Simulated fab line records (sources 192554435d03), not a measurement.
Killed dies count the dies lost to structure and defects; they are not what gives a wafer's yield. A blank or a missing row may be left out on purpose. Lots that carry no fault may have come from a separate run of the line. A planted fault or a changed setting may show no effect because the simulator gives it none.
fab line records + flow n5Finfet + part 2 of 2: steps 20 to 25 of 25
[record]
- lots = 5
- wafers = 15
- lastDay = 17
route steps=1938 shown BEOL_M2@857
lots untouched by any fault: they come from a run of this same line in which no faults occurred
startH: the number of hours between the record's first day and the start of the first shown wafer of the lot + waitH: hours since the lot's step before + " as in the row above + L1.1+2: several wafers, shown together as one row + - no value present, or no start provided + * or withheld: withheld + < > ~ a bound
route shown NAME@n: names a module that has steps shown in the file, with the first one's number in the route + usual: average and standard deviation across the fault-free wafers + same: alike in all rows + chamber/n: place in a boat + sites: readings site by site + _std_site: the values' standard deviation + _edge_site: outer sites' mean less inner sites' + radiusMm: how far each site lies from the wafer's centre + mask NAME#n: copy n + behind: the last tool/chamber to shape the wafer + hold: why the lot went on hold/how many hours it stayed there/how the hold came to an end + device: the n, p or np transistor that did not switch + end of line: the same wafers' tests at the end of the route + where a step has no rows: the recipe by itself + killed: count of dies lost to structure and defects at first sort (not the wafer's yield) + map: dies across one wafer; x = killed, . = not, _ = none there
set.NAME: the setting the step ran with; set.NAME@STEP: the setting that earlier step ran with + model.NAME: the simulator's own value behind a step, which no gauge read
lots at selected steps of the route; one table per step, one row per wafer
services: a tool's chamber out of use, with start hour (startH, from the record's first day; less than 0 if before it), hours out, and reason
[[steps]]
[step N5_BEOL_M2_CD_MEAS_28]
[recipe]
- targetCdNm = 26.2
- landingEnergyEv = 500
- detector = seInlens
- targetCdYNm = 24.1
- polarity = opening
[usual]
- cdNm = 26.16/0.26
| lot.wafer | tool     | chamber | startH | waitH | cdNm  |
|-----------|----------|---------|--------|-------|-------|
| L076.2    | cdSem-01 | 0       | 155.10 | -     | 26.23 |
| L076.3    | "        | 0       | "      | "     | 26.19 |
| L076.5    | "        | 0       | "      | "     | 26.54 |
| L083.2    | cdSem-02 | 0       | 196.04 | -     | 26.19 |
| L083.3    | "        | 0       | "      | "     | 26.20 |
| L083.5    | "        | 0       | "      | "     | 26.19 |
| L088.2    | cdSem-02 | 0       | 224.42 | -     | 26.33 |
| L088.3    | "        | 0       | "      | "     | 26.24 |
| L088.6    | "        | 0       | "      | "     | 26.15 |
| L090.2    | cdSem-02 | 0       | 230.57 | -     | 25.65 |
| L090.4    | "        | 0       | "      | "     | 26.22 |
| L090.5    | "        | 0       | "      | "     | 25.79 |
| L096.1    | cdSem-03 | 0       | 267.39 | -     | 26.51 |
| L096.2    | "        | 0       | "      | "     | 26.59 |
| L096.4    | "        | 0       | "      | "     | 26.30 |
[step N5_BEOL_M2_OVL_MEAS_29]
[recipe]
- pointsPerWafer = 522
[usual]
- V1_OVL = 0.1/0.64
| lot.wafer | tool       | chamber | startH | waitH | V1_OVL[nm] |
|-----------|------------|---------|--------|-------|------------|
| L076.2    | overlay-01 | 0       | 155.14 | 0.0   | 0.8        |
| L076.3    | "          | 0       | "      | "     | 0.9        |
| L076.5    | "          | 0       | "      | "     | 0.7        |
| L083.2    | overlay-02 | 0       | 196.07 | 0.0   | 0.3        |
| L083.3    | "          | 0       | "      | "     | 0.0        |
| L083.5    | "          | 0       | "      | "     | 0.2        |
| L088.2    | overlay-01 | 0       | 224.45 | 0.0   | 0.8        |
| L088.3    | "          | 0       | "      | "     | 0.8        |
| L088.6    | "          | 0       | "      | "     | -0.3       |
| L090.2    | overlay-02 | 0       | 230.61 | 0.0   | 0.8        |
| L090.4    | "          | 0       | "      | "     | 1.1        |
| L090.5    | "          | 0       | "      | "     | 0.8        |
| L096.1    | overlay-02 | 0       | 267.42 | 0.0   | 1.0        |
| L096.2    | "          | 0       | "      | "     | 0.2        |
| L096.4    | "          | 0       | "      | "     | 1.1        |
[step N5_BEOL_M2_INSPECT_30]
[recipe]
- mode = adi
- inspectInstrument = brightfield
[usual]
- rawDefectCount = 385/78
| lot.wafer | tool             | chamber | startH | waitH | rawDefectCount |
|-----------|------------------|---------|--------|-------|----------------|
| L076.2    | defectInspect-01 | -       | 155.19 | 0.0   | 344            |
| L076.3    | "                | -       | "      | "     | 425            |
| L076.5    | "                | -       | "      | "     | 440            |
| L083.2    | defectInspect-02 | -       | 196.13 | 0.0   | 396            |
| L083.3    | "                | -       | "      | "     | 516            |
| L083.5    | "                | -       | "      | "     | 599            |
| L088.2    | defectInspect-02 | -       | 224.50 | 0.0   | 518            |
| L088.3    | "                | -       | "      | "     | 509            |
| L088.6    | "                | -       | "      | "     | 547            |
| L090.2    | defectInspect-01 | -       | 230.66 | 0.0   | 338            |
| L090.4    | "                | -       | "      | "     | 352            |
| L090.5    | "                | -       | "      | "     | 373            |
| L096.1    | defectInspect-01 | -       | 267.48 | 0.1   | 314            |
| L096.2    | "                | -       | "      | "     | 282            |
| L096.4    | "                | -       | "      | "     | 446            |
[step N5_BEOL_M2_DESCUM_33]
[recipe]
- chemistry = O2
- timeS = 7
- sourcePowerW = 50
- biasPowerW = 20
- pressureMtorr = 20
- rfFrequencyHz = 2.712e+07
- tempC = 40
- resist = CAR-EUV
- o2FlowSccm = 225
[usual]
- drypumpMotorCurrentA = 5.7/0.48
- oesProductAu = 0.75/0.08
- rfFwdPowerW = 49.45/0.18
- rfVppV = 243.2/1.3
- showerheadPlenumPTorr = 2.10/0.067
- throttleValvePct = 20.55/0.28
| lot.wafer | tool       | chamber | startH | waitH | drypumpMotorCurrentA | oesProductAu | rfFwdPowerW | rfHoursCounterH | rfVppV | showerheadPlenumPTorr | throttleValvePct |
|-----------|------------|---------|--------|-------|----------------------|--------------|-------------|-----------------|--------|-----------------------|------------------|
| L076.2    | rieDiel-02 | 2       | 155.24 | 0.0   | 5.7                  | 0.81         | 49.55       | 91              | 243.1  | 2.12                  | 20.50            |
| L076.3    | "          | 3       | "      | "     | 5.9                  | 0.91         | 49.63       | 22              | 242.4  | 2.07                  | 20.48            |
| L076.5    | "          | 2       | "      | "     | 5.7                  | 0.82         | 49.54       | -               | 242.5  | 2.12                  | 20.48            |
| L083.2    | rieDiel-05 | 2       | 196.16 | 0.0   | 5.8                  | 0.70         | 49.66       | 210             | 242.1  | 2.07                  | 20.43            |
| L083.3    | "          | 3       | "      | "     | 5.6                  | 0.68         | 49.53       | 234             | 245.5  | 2.15                  | 20.36            |
| L083.5    | "          | 3       | "      | "     | 5.7                  | 0.69         | 49.39       | -               | 243.3  | 2.15                  | 20.35            |
| L088.2    | rieDiel-05 | 3       | 224.60 | 0.1   | 5.6                  | 0.67         | 49.47       | 245             | 244.2  | 2.14                  | 20.36            |
| L088.3    | "          | 0       | "      | "     | 6.4                  | 0.74         | 49.66       | 178             | 241.3  | 2.01                  | 20.53            |
| L088.6    | "          | 2       | "      | "     | 5.8                  | 0.69         | 49.44       | -               | 242.7  | 2.07                  | 20.43            |
| L090.2    | rieDiel-05 | 0       | 230.69 | 0.0   | 6.4                  | 0.75         | 49.87       | 179             | 242.3  | 2.01                  | 20.52            |
| L090.4    | "          | 2       | "      | "     | 5.9                  | 0.69         | 49.33       | 220             | 242.8  | 2.07                  | 20.45            |
| L090.5    | "          | 3       | "      | "     | 5.6                  | 0.68         | 49.74       | -               | 242.6  | 2.14                  | 20.36            |
| L096.1    | rieDiel-02 | 0       | 268.35 | 0.9   | 5.3                  | 0.72         | 49.90       | 228             | 242.1  | 2.07                  | 20.90            |
| L096.2    | "          | 1       | "      | "     | 5.8                  | 0.72         | 49.29       | 178             | 241.7  | 1.99                  | 20.41            |
| L096.4    | "          | 2       | "      | "     | 5.7                  | 0.79         | 49.38       | -               | 243.1  | 2.11                  | 20.53            |
[step N5_BEOL_M2_ETCH_77]
[recipe]
- chemistry = N2/H2
- target = underlayer
- targetDepthA = 65
- maskMaterial = CAR-EUV
- timeS = 5.2
- ionEnergyEv = 200
- pressureMtorr = 30
- sourceW = 840
- biasW = 150
- n2FlowSccm = 200
- h2FlowSccm = 200
- ends = cleared
[usual]
- drypumpMotorCurrentA = 5.7/0.48
- etchRfOnTimeS = 5.30/0.16
- oesProductAu = 0.64/0.07
- rfFwdPowerW = 819.3/2.5
- rfVppV = 523.9/2.5
- showerheadPlenumPTorr = 2.55/0.073
- throttleValvePct = 17.97/0.29
| lot.wafer | tool       | chamber | startH | waitH | drypumpMotorCurrentA | etchRfOnTimeS | oesProductAu | rfFwdPowerW | rfHoursCounterH | rfVppV | showerheadPlenumPTorr | throttleValvePct |
|-----------|------------|---------|--------|-------|----------------------|---------------|--------------|-------------|-----------------|--------|-----------------------|------------------|
| L076.2    | rieDiel-02 | 2       | 155.27 | 0.0   | 5.7                  | 5.44          | 0.67         | 819.8       | 91              | 525.4  | 2.58                  | 17.92            |
| L076.3    | "          | 3       | "      | "     | 5.9                  | 5.18          | 0.78         | 817.1       | 22              | 523.2  | 2.51                  | 17.98            |
| L076.5    | "          | 2       | "      | "     | 5.7                  | 5.43          | 0.67         | 812.5       | -               | 526.2  | 2.58                  | 17.95            |
| L083.2    | rieDiel-05 | 2       | 196.20 | 0.0   | 5.9                  | 5.12          | 0.61         | 815.3       | 210             | 523.3  | 2.49                  | 17.61            |
| L083.3    | "          | 3       | "      | "     | 5.6                  | 5.38          | 0.58         | 817.6       | 234             | 527.9  | 2.61                  | 17.81            |
| L083.5    | "          | 3       | "      | "     | 5.7                  | 5.43          | 0.57         | 820.1       | -               | 526.8  | 2.61                  | 17.81            |
| L088.2    | rieDiel-05 | 3       | 224.63 | 0.0   | 5.6                  | 5.32          | 0.58         | 820.7       | 245             | 525.9  | 2.61                  | 17.83            |
| L088.3    | "          | 0       | "      | "     | 6.4                  | 5.50          | 0.62         | 820.8       | 178             | 521.9  | 2.44                  | 17.97            |
| L088.6    | "          | 2       | "      | "     | 5.8                  | 5.13          | 0.60         | 817.4       | -               | 525.7  | 2.49                  | 17.62            |
| L090.2    | rieDiel-05 | 0       | 230.73 | 0.0   | 6.4                  | 5.54          | 0.62         | 823.0       | 179             | 520.3  | 2.44                  | 17.97            |
| L090.4    | "          | 2       | "      | "     | 5.9                  | 5.14          | 0.61         | 820.9       | 220             | 524.3  | 2.49                  | 17.62            |
| L090.5    | "          | 3       | "      | "     | 5.7                  | 5.42          | 0.58         | 821.1       | -               | 524.6  | 2.61                  | 17.86            |
| L096.1    | rieDiel-02 | 0       | 268.39 | 0.0   | 5.3                  | 5.25          | 0.59         | 822.4       | 228             | 521.5  | 2.52                  | 18.44            |
| L096.2    | "          | 1       | "      | "     | 5.9                  | 5.44          | 0.59         | 818.2       | 178             | 520.1  | 2.46                  | 18.15            |
| L096.4    | "          | 2       | "      | "     | 5.7                  | 5.40          | 0.65         | 817.8       | -               | 520.8  | 2.57                  | 18.01            |
[step N5_BEOL_M2_ETCH_69]
[recipe]
- chemistry = CF4
- target = SiARC
- targetDepthA = 156
- maskMaterial = CAR-EUV
- timeS = 26
- ionEnergyEv = 80
- pressureMtorr = 40
- sourceW = 545
- biasW = 36
- Ar_flow_sccm = 100
- cf4FlowSccm = 100
- ends = cleared
[usual]
- drypumpMotorCurrentA = 5.7/0.48
- etchRfOnTimeS = 26.5/0.87
- oesProductAu = 0.64/0.073
- rfFwdPowerW = 532.5/2
- rfVppV = 184.0/1
- showerheadPlenumPTorr = 2.14/0.06
- throttleValvePct = 15.73/0.23
| lot.wafer | tool       | chamber | startH | waitH | drypumpMotorCurrentA | etchRfOnTimeS | oesProductAu | rfFwdPowerW | rfHoursCounterH | rfVppV | showerheadPlenumPTorr | throttleValvePct |
|-----------|------------|---------|--------|-------|----------------------|---------------|--------------|-------------|-----------------|--------|-----------------------|------------------|
| L076.2    | rieDiel-02 | 2       | 155.29 | 0.0   | 5.7                  | 26.8          | 0.68         | 530.3       | 91              | 183.1  | 2.18                  | 15.70            |
| L076.3    | "          | 3       | "      | "     | 5.9                  | 25.5          | 0.79         | 534.0       | 22              | 183.0  | 2.10                  | 15.58            |
| L076.5    | "          | 2       | "      | "     | 5.7                  | 27.0          | 0.67         | 531.5       | -               | 183.5  | 2.18                  | 15.70            |
| L083.2    | rieDiel-05 | 2       | 196.21 | 0.0   | 5.9                  | 25.8          | 0.61         | 531.6       | 210             | 184.4  | 2.11                  | 15.68            |
| L083.3    | "          | 3       | "      | "     | 5.7                  | 26.6          | 0.58         | 532.2       | 234             | 184.2  | 2.21                  | 15.69            |
| L083.5    | "          | 3       | "      | "     | 5.7                  | 26.6          | 0.58         | 531.1       | -               | 185.8  | 2.21                  | 15.70            |
| L088.2    | rieDiel-05 | 3       | 224.65 | 0.0   | 5.6                  | 27.5          | 0.56         | 530.8       | 245             | 185.1  | 2.20                  | 15.71            |
| L088.3    | "          | 0       | "      | "     | 6.4                  | 27.4          | 0.61         | 533.6       | 178             | 183.9  | 2.08                  | 15.85            |
| L088.6    | "          | 2       | "      | "     | 5.9                  | 26.2          | 0.60         | 534.0       | -               | 183.8  | 2.11                  | 15.71            |
| L090.2    | rieDiel-05 | 0       | 230.75 | 0.0   | 6.3                  | 27.9          | 0.61         | 534.6       | 179             | 183.0  | 2.08                  | 15.85            |
| L090.4    | "          | 2       | "      | "     | 5.9                  | 26.4          | 0.59         | 534.1       | 220             | 183.8  | 2.11                  | 15.69            |
| L090.5    | "          | 3       | "      | "     | 5.6                  | 27.5          | 0.56         | 528.7       | -               | 184.2  | 2.20                  | 15.72            |
| L096.1    | rieDiel-02 | 0       | 268.40 | 0.0   | 5.3                  | 25.7          | 0.60         | 536.5       | 228             | 183.1  | 2.12                  | 16.02            |
| L096.2    | "          | 1       | "      | "     | 5.9                  | 27.1          | 0.59         | 532.8       | 178             | 183.9  | 2.03                  | 15.57            |
| L096.4    | "          | 2       | "      | "     | 5.8                  | 27.3          | 0.65         | 534.2       | -               | 185.5  | 2.17                  | 15.77            |
[[services]]
| tool          | chamber | startH | hours | kind                        |
|---------------|---------|--------|-------|-----------------------------|
| lithoTrack-03 | -       | 131.33 | -     | consumableReplace:filter    |
| rieDiel-05    | 3       | 132.65 | 7.5   | repair                      |
| rieDiel-01    | 1       | 135.00 | 12.9  | repair                      |
| euvScanner-02 | -       | 145.88 | 1.0   | pm                          |
| rieDiel-01    | 1       | 177.02 | -     | clean                       |
| rieDiel-01    | 1       | 177.02 | -     | consumableReplace:esc       |
| rieDiel-01    | 1       | 177.02 | -     | consumableReplace:focusRing |
| rieDiel-01    | 1       | 177.02 | 20.8  | scheduledDown               |
| rieDiel-01    | 1       | 177.02 | 20.8  | ventCycle                   |
| rieDiel-02    | -       | 195.71 | 3.6   | repair                      |
| euvScanner-02 | -       | 202.03 | 1.0   | pm                          |
| rieDiel-05    | 0       | 203.48 | 8.1   | repair                      |
| rieDiel-02    | 2       | 205.00 | 27.5  | repair                      |
| rieMetal-01   | -       | 219.49 | 2.8   | pm                          |
| rieDiel-02    | 0       | 226.35 | 10.5  | repair                      |
| rieDiel-02    | 3       | 241.86 | 46.0  | repair                      |
| rieDiel-05    | 3       | 243.39 | -     | clean                       |
| rieDiel-05    | 3       | 243.39 | -     | consumableReplace:focusRing |
| rieDiel-05    | 3       | 243.39 | 13.8  | scheduledDown               |
| rieDiel-05    | 3       | 243.39 | 13.8  | ventCycle                   |
| euvScanner-02 | -       | 256.22 | 0.2   | repair                      |
| euvScanner-02 | -       | 258.18 | 1.0   | pm                          |
| euvScanner-02 | -       | 259.63 | 5.8   | pm                          |
| rieDiel-05    | -       | 266.00 | 4.0   | pm                          |
